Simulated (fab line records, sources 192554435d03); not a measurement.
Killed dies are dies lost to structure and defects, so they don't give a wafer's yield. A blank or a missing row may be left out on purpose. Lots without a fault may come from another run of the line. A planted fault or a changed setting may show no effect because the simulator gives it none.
Which tool did it? | flow n5_finfet | 13 lots, 39 wafers sampled, at 4 steps of a route of 1938

WHAT THE GAUGES READ, wafer by wafer
N5_FIN_SAQP_OVL_MEAS_17.
lot  | measured    | on         | FIN_CORE_OVL (nm)
L561 | day 1 21:34 | overlay-02 | -1.2 -0.5 -0.4
L562 | day 2 04:25 | overlay-02 | 1.4 2.6 1.3
L565 | day 2 22:22 | overlay-01 | -0.9 -1.2 -0.6
L566 | day 3 04:26 | overlay-02 | -1.0 0.1 0.2
L569 | day 3 23:10 | overlay-02 | -0.8 -0.7 -0.6
L571 | day 4 10:59 | overlay-01 | -0.6 -0.9 -0.7
L572 | day 4 17:17 | overlay-02 | -0.5 -0.3 0.7
L574 | day 5 06:16 | overlay-01 | -1.2 -1.1 1.0
L575 | day 5 10:50 | overlay-01 | -0.6 -0.6 0.6
L577 | day 5 22:15 | overlay-02 | 1.2 0.5 1.0
L580 | day 6 15:37 | overlay-01 | 1.1 0.0 -0.1
L581 | day 6 22:06 | overlay-02 | -0.6 -0.5 0.1
L583 | day 7 09:25 | overlay-01 | 0.5 1.5 1.6

N5_FIN_SAQP_INSPECT_18: inspects for defects (brightfield).
lot  | measured    | on                | raw_defect_count
L561 | day 1 21:35 | defect_inspect-02 | 366 525 725
L562 | day 2 04:27 | defect_inspect-02 | 331 418 521
L565 | day 2 22:23 | defect_inspect-01 | 336 289 321
L566 | day 3 04:28 | defect_inspect-02 | 316 395 355
L569 | day 3 23:11 | defect_inspect-02 | 343 353 317
L571 | day 4 11:01 | defect_inspect-02 | 252 230 355
L572 | day 4 17:19 | defect_inspect-01 | 506 408 327
L574 | day 5 06:18 | defect_inspect-01 | 488 502 546
L575 | day 5 10:52 | defect_inspect-01 | 500 517 350
L577 | day 5 22:16 | defect_inspect-02 | 421 535 289
L580 | day 6 15:39 | defect_inspect-01 | 565 490 479
L581 | day 6 22:07 | defect_inspect-01 | 369 340 440
L583 | day 7 09:26 | defect_inspect-02 | 265 322 376

WHICH TOOL RAN EACH LOT (tool, then ch and the chambers of the sampled wafers, then the start)
lot  | N5_FIN_SAQP_HM_DEP_72          | N5_FIN_SAQP_EXPOSE_13
L561 | pecvd-01 ch 0,1,2, day 1 21:12 | arfi_scanner-02 ch 0, day 1 21:23
L562 | pecvd-02 ch 0,2, day 2 03:56   | arfi_scanner-01 ch 0, day 2 04:16
L565 | pecvd-04 ch 0,1, day 2 21:58   | arfi_scanner-02 ch 0, day 2 22:11
L566 | pecvd-01 ch 0,1,2, day 3 03:58 | arfi_scanner-03 ch 0, day 3 04:17
L569 | pecvd-02 ch 0,1,2, day 3 22:48 | arfi_scanner-03 ch 0, day 3 22:59
L571 | pecvd-02 ch 0,1, day 4 10:29   | arfi_scanner-03 ch 0, day 4 10:49
L572 | pecvd-04 ch 0,1, day 4 16:49   | arfi_scanner-01 ch 0, day 4 17:08
L574 | pecvd-04 ch 0,1,2, day 5 05:47 | arfi_scanner-01 ch 0, day 5 06:06
L575 | pecvd-01 ch 1,2, day 5 10:21   | arfi_scanner-02 ch 0, day 5 10:40
L577 | pecvd-04 ch 0,1, day 5 21:43   | arfi_scanner-01 ch 0, day 5 22:05
L580 | pecvd-02 ch 0,1,2, day 6 15:08 | arfi_scanner-02 ch 0, day 6 15:28
L581 | pecvd-02 ch 0,1,2, day 6 21:46 | arfi_scanner-02 ch 0, day 6 21:57
L583 | pecvd-02 ch 1,2, day 7 08:55   | arfi_scanner-01 ch 0, day 7 09:14
- N5_FIN_SAQP_HM_DEP_72: deposits SiO2 from SiH4/N2O, target thk 12 nm, time 7.2 s.
- N5_FIN_SAQP_EXPOSE_13: exposes mask FIN CORE, target cd 35.6 nm.

WHAT THE TOOLS THEMSELVES READ (means of the sampled wafers that have a number; where no wafer has one, the mark that the record gives instead)
N5_FIN_SAQP_HM_DEP_72.
lot  | tool     | heater_power_w (W) | showerhead_plenum_p_Torr (Torr)
L561 | pecvd-01 | 779                | 8.22
L562 | pecvd-02 | 875                | 8.14
L565 | pecvd-04 | 712                | 8.24
L566 | pecvd-01 | 759                | 8.23
L569 | pecvd-02 | 813                | 8.20
L571 | pecvd-02 | 796                | 8.27
L572 | pecvd-04 | 710                | 8.39
L574 | pecvd-04 | 705                | 8.26
L575 | pecvd-01 | 723                | 8.36
L577 | pecvd-04 | 776                | 8.38
L580 | pecvd-02 | 810                | 8.19
L581 | pecvd-02 | 836                | 8.20
L583 | pecvd-02 | 830                | 8.18

N5_FIN_SAQP_EXPOSE_13.
lot  | tool            | exposure_dose_mJ_cm2
L561 | arfi_scanner-02 | 63.21
L562 | arfi_scanner-01 | 63.24
L565 | arfi_scanner-02 | 63.28
L566 | arfi_scanner-03 | 63.19
L569 | arfi_scanner-03 | 64.81
L571 | arfi_scanner-03 | 64.47
L572 | arfi_scanner-01 | 63.18
L574 | arfi_scanner-01 | 63.27
L575 | arfi_scanner-02 | 63.22
L577 | arfi_scanner-01 | 63.11
L580 | arfi_scanner-02 | 63.24
L581 | arfi_scanner-02 | 63.18
L583 | arfi_scanner-01 | 63.14

THE ANSWER, worked out from the rows above alone
Rule: what is usual is taken from the lots themselves. Put in order of their means at a reading, lots are off if they are a third of the lots or fewer, leave a main group of 4 or more, and stand apart from it by a gap of 3 or more times the standard deviation of the main group's means; of several such gaps the widest counts. A main group whose means are all the same, to the digits that the tables above print for the reading, isn't used. A lot without any number at a reading at which 4 lots or more have one is off too. The other lots that the step has rows for count as sound. The gauges are gone through in route order, then the tools' own readings, and for those a lot's mean is taken as printed above. The first step at which some lot is off is used, and at that step the reading that is off furthest; a lot without a number counts as furthest.
Off: L569, L571, at N5_FIN_SAQP_EXPOSE_13 (exposure_dose_mJ_cm2). The main group: mean 63.21, standard deviation 0.05.
A tool fits if, at that step or a process step before it, it ran every lot that is off, and no sound lot after the first of them. One fits: arfi_scanner-03 at N5_FIN_SAQP_EXPOSE_13. Its last sound lot is L566 (day 3 04:17), its first lot that is off L569 (day 3 22:59): a fault that began between those two fits.
The tool's own readings at N5_FIN_SAQP_EXPOSE_13 bear it out: on the lots that are off they differ by more than 5 times the standard deviation of the sound lots' means. exposure_dose_mJ_cm2 reads 64.64 there against 63.21 on the sound lots.

WHAT THE SIMULATOR HAD PUT IN
Process parameter drift: arfi_scanner-03, from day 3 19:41 on, at N5_FIN_SAQP_EXPOSE_13. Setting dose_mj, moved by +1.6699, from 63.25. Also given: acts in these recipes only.
Lots struck among those shown: L569, L571. The rule above found the same.
